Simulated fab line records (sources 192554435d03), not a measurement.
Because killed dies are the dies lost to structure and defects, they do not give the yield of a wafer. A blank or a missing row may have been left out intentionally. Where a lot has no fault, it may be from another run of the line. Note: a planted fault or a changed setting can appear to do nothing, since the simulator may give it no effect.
Matching of chambers	flow n5 finfet	N5_DUMMY_GATE_ETCH_37 on rie diel-04: 4 sister chambers
The step etches SOC in N2/H2, target depth 60 nm, overetch 30 nm. 14 wafers are shown with their chamber, then 7 later ones without.

WAFERS PAIRED WITH THEIR CHAMBERS
wafer	chamber	drypump motor current A (A)	showerhead plenum p Torr (Torr)	throttle valve pct (%)
L498.1	1	6.03	2.50	17.58
L498.2	3	6.24	2.56	18.06
L498.4	0	5.54	2.43	17.82
L499.1	0	5.53	2.43	17.84
L499.3	2	5.61	2.41	17.77
L499.5	2	5.63	2.41	17.78
L502.1	2	5.64	2.40	17.77
L502.2	1	6.02	2.50	17.59
L502.4	3	6.23	2.56	18.06
L509.3	1	6.03	2.49	17.61
L509.4	0	5.57	2.42	17.87
L509.6	0	5.59	2.42	17.87
L510.1	3	6.22	2.55	18.11
L510.2	1	6.03	2.49	17.62

SIGNATURES (averages over the wafers above)
reading	chamber 0	chamber 1	chamber 2	chamber 3	scatter within a chamber
drypump motor current A	5.5575	6.0275	5.6267	6.2300	0.0174
showerhead plenum p Torr	2.4250	2.4950	2.4067	2.5567	0.00577
throttle valve pct	17.8500	17.6000	17.7733	18.0767	0.0213
Rule: a wafer's distance from a chamber is the root of the sum, over the readings, of the square of ((its reading less the chamber's mean) divided by the reading's scatter). If the next closest chamber is less than 2 further off than the closest, the wafer can't be placed; otherwise it belongs to the closest. The scatter: take each reading less its chamber's mean, square it, sum over the shown wafers, divide by the number of wafers less the number of chambers, and take the root.

WAFERS WITH NO CHAMBER GIVEN
wafer	drypump motor current A (A)	showerhead plenum p Torr (Torr)	throttle valve pct (%)
L510.5	6.00	2.49	17.62
L517.2	6.21	2.54	18.15
L517.3	6.01	2.48	17.65
L517.6	6.03	2.48	17.64
L518.1	6.22	2.54	18.12
L518.2	6.04	2.48	17.65
L518.3	5.51	2.42	17.90

CHAMBER TAKEN BY EACH
wafer	from the rows above	in truth
L510.5	1	1
L517.2	3	3
L517.3	1	1
L517.6	1	1
L518.1	3	3
L518.2	1	1
L518.3	0	0
Correct placement for 7 of the 7. Left unplaced by these rows: 0. Wrongly placed: 0.
